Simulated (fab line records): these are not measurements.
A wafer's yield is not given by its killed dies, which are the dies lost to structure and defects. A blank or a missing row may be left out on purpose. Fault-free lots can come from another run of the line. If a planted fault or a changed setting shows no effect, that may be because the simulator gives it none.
Chamber matching | flow n5 finfet | N5_BEOL_M15_ETCH_61 on rie diel-04: 4 sister chambers
The step etches BARC in N2/H2, target depth 89 nm, overetch 26.7 nm, time 67.9 s. 7 wafers are shown with their chamber, then 7 later ones without.

WAFERS PAIRED WITH THEIR CHAMBERS
wafer  | chamber | showerhead plenum p Torr (Torr) | drypump motor current A (A)
L084.1 | 2       | 2.66                            | 5.4
L084.2 | 0       | 2.72                            | 6.3
L088.2 | 2       | 2.66                            | 5.4
L090.4 | 0       | 2.71                            | 6.4
L090.5 | 3       | 2.57                            | 5.5
L092.3 | 1       | 2.49                            | 5.8
L092.4 | 3       | 2.57                            | 5.4

WAFERS WITHOUT THEIR CHAMBER
wafer  | showerhead plenum p Torr (Torr) | drypump motor current A (A)
L092.6 | 2.71                            | 6.3
L094.1 | 2.65                            | 5.4
L094.2 | 2.70                            | 6.3
L094.5 | 2.70                            | 6.3
L095.2 | 2.49                            | 5.8
L095.3 | 2.70                            | 6.3
L095.4 | 2.65                            | 5.4

CHAMBER TAKEN BY EACH
wafer  | from the rows above | in truth
L092.6 | 0                   | 0
L094.1 | 2                   | 2
L094.2 | 0                   | 0
L094.5 | 0                   | 0
L095.2 | 1                   | 1
L095.3 | 0                   | 0
L095.4 | 2                   | 2
Correct placement for 7 of the 7. Can't be placed from these rows: 0. Placed wrongly: 0.
How it was worked out, from the rows above alone: a wafer's distance from a chamber is the root of the sum, over the readings, of the square of ((its reading less the chamber's mean) divided by the reading's scatter). If the next closest chamber is less than 2 further off than the closest, the wafer can't be placed; otherwise it belongs to the closest. Each chamber's mean is taken over the wafers shown for it. The scatter is the square root of a quotient: the sum, over the shown wafers, of each reading's squared deviation from its chamber's mean, divided by wafers minus chambers.
